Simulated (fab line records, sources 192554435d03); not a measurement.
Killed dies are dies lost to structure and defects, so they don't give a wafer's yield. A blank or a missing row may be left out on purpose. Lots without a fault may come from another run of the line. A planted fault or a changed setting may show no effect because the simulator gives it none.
Chamber matching | flow n5_finfet | N5_BEOL_M10_CVD_75 on cvd_co-02: 3 sister chambers
The step deposits Co from CCTBA/H2, target thk 2 nm, time 138.9 s. 6 wafers are shown with their chamber, then 9 later ones without.

WAFERS WITH THEIR CHAMBER
wafer  | chamber | run_length_s (s)
L585.4 | 1       | 162.3
L586.1 | 2       | 161.3
L586.2 | 1       | 161.7
L586.6 | 2       | 161.3
L589.3 | 0       | 162.0
L589.6 | 0       | 162.1

WAFERS WITHOUT THEIR CHAMBER
wafer  | run_length_s (s)
L588.2 | 162.0
L588.3 | 162.0
L588.4 | 161.7
L592.1 | 162.4
L592.4 | 162.2
L592.5 | 161.9
L604.2 | 161.5
L604.3 | 162.2
L604.5 | 161.9

WHICH CHAMBER EACH WENT THROUGH
wafer  | from the rows above          | in truth
L588.2 | can't be placed: 1 or 0      | 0
L588.3 | can't be placed: 1 or 0      | 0
L588.4 | can't be placed: 1 or 0 or 2 | 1
L592.1 | can't be placed: 0 or 1      | 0
L592.4 | can't be placed: 0 or 1      | 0
L592.5 | can't be placed: 1 or 0      | 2
L604.2 | can't be placed: 2 or 1 or 0 | 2
L604.3 | can't be placed: 0 or 1      | 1
L604.5 | can't be placed: 1 or 0      | 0
Placed correctly: 0 of 9. Can't be placed from these rows: 9 (the true chamber is among the candidates in 8). Placed wrongly: 0.
How it was worked out, from the rows above alone: a wafer's distance from a chamber is the root of the sum, over the readings, of the square of ((its reading less the chamber's mean) divided by the reading's scatter). The wafer belongs to the nearest chamber; if the next one is less than 2 further off, it can't be placed. A chamber's mean is the mean of its shown wafers. The scatter: the root of (the sum of the squares of (reading less its chamber's mean) over the shown wafers, divided by (wafers less chambers)).
